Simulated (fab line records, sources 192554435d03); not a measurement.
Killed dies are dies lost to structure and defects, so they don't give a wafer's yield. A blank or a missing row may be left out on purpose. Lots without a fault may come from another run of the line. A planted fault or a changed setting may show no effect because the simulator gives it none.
A struck lot beside a sound one | flow n5_finfet | 38 steps out of a route of 1938
Sound: wafers L819.3, L819.4, L819.6. Struck: wafer L822.6. (L822.4, L822.5 of the same lot were not struck and are left out.) The cause comes at the end.
At each step with rows: each side's tool, then ch and its chambers, then its first start. Under that, the readings that differ: sound wafers | struck wafers | difference of the means | sigmas: that difference in standard deviations of wafers without a fault.
alike: readings whose means differ by less than 2 such deviations, and words and numbers that are the same on both sides. not compared: withheld readings, readings that some wafer has no value for, bounds like >300 that may hide the same value, and numbers for which the record gives no deviation and whose values overlap.
The two part at a step that has a row with sigmas, a row that says differs or no value, or rows on one side only. Numbers that don't overlap but have no deviation are shown without sigmas and don't part them. A reading that every wafer of one side lacks parts them only if that side has two wafers or more.

first, 9 steps without rows for these wafers: N5_BEOL_M7_DESCUM_33 (chemistry O2, time 7 s); N5_BEOL_M7_ETCH_72 (etches underlayer in N2/H2, target depth 6.5 nm, time 5.2 s); N5_BEOL_M7_ETCH_65 (etches SiARC in CF4, target depth 15.6 nm, time 26 s); N5_BEOL_M7_ETCH_66 (etches SOC in N2/H2, target depth 80 nm, overetch 16 nm, time 120 s); N5_BEOL_M7_STRIP_69 (strips in N2/H2); N5_BEOL_M7_STRIP_73 (strips in N2/H2); N5_BEOL_M7_VIA_ETCH_34 (etches SiCOH lowk in C4F6/O2, target depth 125.5 nm, time 50.5 s); N5_BEOL_M7_STRIP_76 (strips in C4F6/O2); N5_BEOL_M7_STRIP_36 (strips in N2/H2).
N5_BEOL_M7_TRENCH_ETCH_37: etches SiCOH lowk in C4F6/O2, target depth 93.478 nm, time 31.2 s.
  sound on rie_diel-01 ch 0,1,3, day 10 15:29; struck on rie_diel-01 ch 1, day 11 17:32
  reading                                    | sound             | struck | difference | sigmas
  model.etch.depth_nm (nm)                   | 93.46 95.33 97.66 | 78.3   | -17.2      |
  model.BEOL_M7.feature_depth_nm (nm)        | 93.4 95.4 97.6    | 78.4   | -17.1      |
  model.TiN_of_BEOL_M7_HM_DEP_02.thk_nm (nm) | 17.2 17.2 17.4    | 17.6   | +0.3       |
  alike: bias_w, drypump_motor_current_A, oes_product_au, rf_vpp_V, showerhead_plenum_p_Torr, throttle_valve_pct
  not compared: rf_hours_counter_h
then, 2 steps without rows for these wafers: N5_BEOL_M7_ETCH_41 (etches SiCN in CH3F/O2, target depth 31.9 nm, time 57.8 s); N5_BEOL_M7_STRIP_80 (strips in N2/H2, time 10 s).
N5_BEOL_M7_OCD_MEAS_38:
  sound on ocd-02, day 10 15:39; struck on ocd-01, day 11 18:14
  reading              | sound          | struck | difference | sigmas
  trench_depth_nm (nm) | 93.7 95.2 98.0 | 78.4   | -17.2      | -8
then, 13 steps without rows for these wafers: N5_BEOL_M7_HM_STRIP_39 (strips TiN in peroxide tin strip, target depth 25 nm, time 158 s); N5_BEOL_M7_SRD_40 (time 30 s); N5_BEOL_M7_PRECLEAN_42 (cleans in residue remover, time 60 s); N5_BEOL_M7_SRD_43 (time 30 s); N5_BEOL_M7_CURE_75 (cures SiCOH lowk, time 120 s); N5_BEOL_M7_DEGAS_44 (time 60 s); N5_BEOL_M7_PRE_CLEAN_45 (time 30 s); N5_BEOL_M7_ALD_77 (deposits TaN, target thk 2 nm, pulse time 2 s, purge time 3 s); N5_BEOL_M7_SURFACE_TREAT_79; N5_BEOL_M7_CVD_78 (deposits Co from CCTBA/H2, target thk 2 nm, time 142.3 s); N5_BEOL_M7_SPUTTER_48 (material Cu, target thk 10 nm, time 1.667 s); N5_BEOL_M7_ECD_50 (material Cu, target thk 300 nm); N5_BEOL_M7_ANNEAL_51 (time 90 s).
N5_BEOL_M7_CMP_52: polishes, stops on SiCOH lowk, t overpolish 6.9 s, target thk 80 nm.
  sound on cmp-02 ch 1,2, day 10 17:34; struck on cmp-04 ch 2, day 11 21:04
  reading                                | sound          | struck | difference | sigmas
  model.Cu_of_BEOL_M7_ECD_50.thk_nm (nm) | 80.8 81.8 84.2 | 65.2   | -17.1      |
  alike: barrier_field_endpoint_s, clearing_platen_down_force_psi, motor_current_A, overpolish_run_s, time_to_endpoint_s
  not compared: pad_life_wafers
N5_BEOL_M7_THK_MEAS_53: measures by xrf.
  sound on film_metro-01, day 10 17:52; struck on film_metro-01, day 11 21:20
  reading     | sound          | struck | difference | sigmas
  M7_THK (nm) | 80.6 81.6 83.9 | 64.9   | -17.1      | -7
then, 2 steps without rows for these wafers: N5_BEOL_M7_PRE_CLEAN_55 (time 15 s); N5_BEOL_M7_DEP_56 (deposits SiCN from 3MS/NH3, target thk 10 nm, time 17.5 s).
N5_BEOL_M7_RS_MEAS_57: measures by four-point-probe.
  sound on film_metro-01, day 10 18:00; struck on film_metro-01, day 11 21:28
  reading        | sound             | struck | difference | sigmas
  M7_RS (ohm/sq) | 0.282 0.278 0.269 | 0.365  | +0.089     | +9
then, 5 steps without rows for these wafers: N5_BEOL_M8_ILD_DEP_00 (deposits SiCOH lowk from DEMS/porogen, target thk 179.75 nm, time 33.4 s); N5_BEOL_M8_CURE_74 (cures SiCOH lowk, time 240 s); N5_BEOL_M8_PECVD_70 (deposits SiO2 from TEOS/O2, target thk 20 nm, time 22.7 s); N5_BEOL_M8_HM_DEP_02 (deposits TiN, target thk 20 nm); N5_BEOL_M8_COAT_59 (time 60 s, resist thk 100 nm).
-- the record jumps here: 2 days lie between the struck wafers' starts before and after (it left off in module BEOL_M8 and takes up again in module BEOL_M15, whose first step shown is number 1830 of the route) --
N5_BEOL_M15_RC_MEAS_101:
  sound on prober-02 ch 0, day 13 03:43; struck on prober-01 ch 0, day 14 03:14
  reading                   | sound                 | struck  | difference | sigmas
  COMB_M5 (S/m)             | 6.2e-11 5e-11 4.1e-11 | 3.2e-11 | -1.9e-11   | -2
  COMB_M6 (S/m)             | 3e-11 1.8e-11 3.8e-11 | 1.3e-11 | -1.6e-11   | -3
  SERP_M14 (ohm/um)         | 0.162 0.164 0.169     | 0.156   | -0.009     | -2
  SERP_M6 (ohm/um)          | 13.5 14.0 14.0        | 12.6    | -1.2       | -2
  SERP_M7 (ohm/um)          | 13.2 13.2 13.2        | 16.6    | +3.4       | +5
  SERP_M7_max_site (ohm/um) | 14.2 13.7 14.0        | 17.8    | +3.8       | +6
  alike: COMB_M10, COMB_M11, COMB_M12, COMB_M13, COMB_M14, COMB_M15, COMB_M8, COMB_M9, SERP_M10, SERP_M11, SERP_M12, SERP_M13, SERP_M5, SERP_M8, SERP_M9
then, 1 step without rows for these wafers: N5_PASSIVATION_PROBE_49.

WHERE THEY PART
First at N5_BEOL_M7_OCD_MEAS_38; last, within this record, at N5_BEOL_M15_RC_MEAS_101.

WHY: what the simulator had put in
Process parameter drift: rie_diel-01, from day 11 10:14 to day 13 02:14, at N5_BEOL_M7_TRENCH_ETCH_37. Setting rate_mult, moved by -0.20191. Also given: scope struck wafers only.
